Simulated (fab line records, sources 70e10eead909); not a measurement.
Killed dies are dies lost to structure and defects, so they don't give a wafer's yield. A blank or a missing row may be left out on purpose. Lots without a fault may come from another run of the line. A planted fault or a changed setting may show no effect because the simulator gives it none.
Chamber matching | flow nand_harc | NHARC_A_CONTACT_CMP_20 on cmp-02: 4 sister chambers
The step polishes, t overpolish 30 s, target thk 300 nm. 8 wafers are shown with their chamber, then 7 later ones without.

WAFERS WITH THEIR CHAMBER
wafer  | chamber | motor_current_A (A) | time_to_endpoint_s (s)
L077.6 | 3       | 11.6                | 64
L074.3 | 3       | 11.6                | 66
L074.4 | 0       | 11.6                | 61
L087.1 | 1       | 13.3                | 62
L087.3 | 2       | 10.8                | 67
L087.5 | 1       | 13.4                | 63
L091.1 | 2       | 11.7                | 69
L091.3 | 0       | 12.0                | 55

WAFERS WITHOUT THEIR CHAMBER
wafer  | motor_current_A (A) | time_to_endpoint_s (s)
L091.6 | 12.4                | 58
L090.1 | 11.3                | 67
L090.4 | 13.0                | 65
L090.5 | 12.6                | 58
L088.1 | 11.7                | 54
L088.2 | 13.2                | 60
L088.3 | 10.7                | 67

WHICH CHAMBER EACH WENT THROUGH
wafer  | from the rows above          | in truth
L091.6 | can't be placed: 0 or 1      | 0
L090.1 | can't be placed: 2 or 3      | 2
L090.4 | 1                            | 1
L090.5 | can't be placed: 0 or 1 or 3 | 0
L088.1 | 0                            | 0
L088.2 | 1                            | 1
L088.3 | can't be placed: 2 or 3      | 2
Placed correctly: 3 of 7. Can't be placed from these rows: 4 (the true chamber is among the candidates in 4). Placed wrongly: 0.
How it was worked out, from the rows above alone: a wafer's distance from a chamber is the root of the sum, over the readings, of the square of ((its reading less the chamber's mean) divided by the reading's scatter). The wafer belongs to the nearest chamber; if the next one is less than 2 further off, it can't be placed. A chamber's mean is the mean of its shown wafers. The scatter: the root of (the sum of the squares of (reading less its chamber's mean) over the shown wafers, divided by (wafers less chambers)).
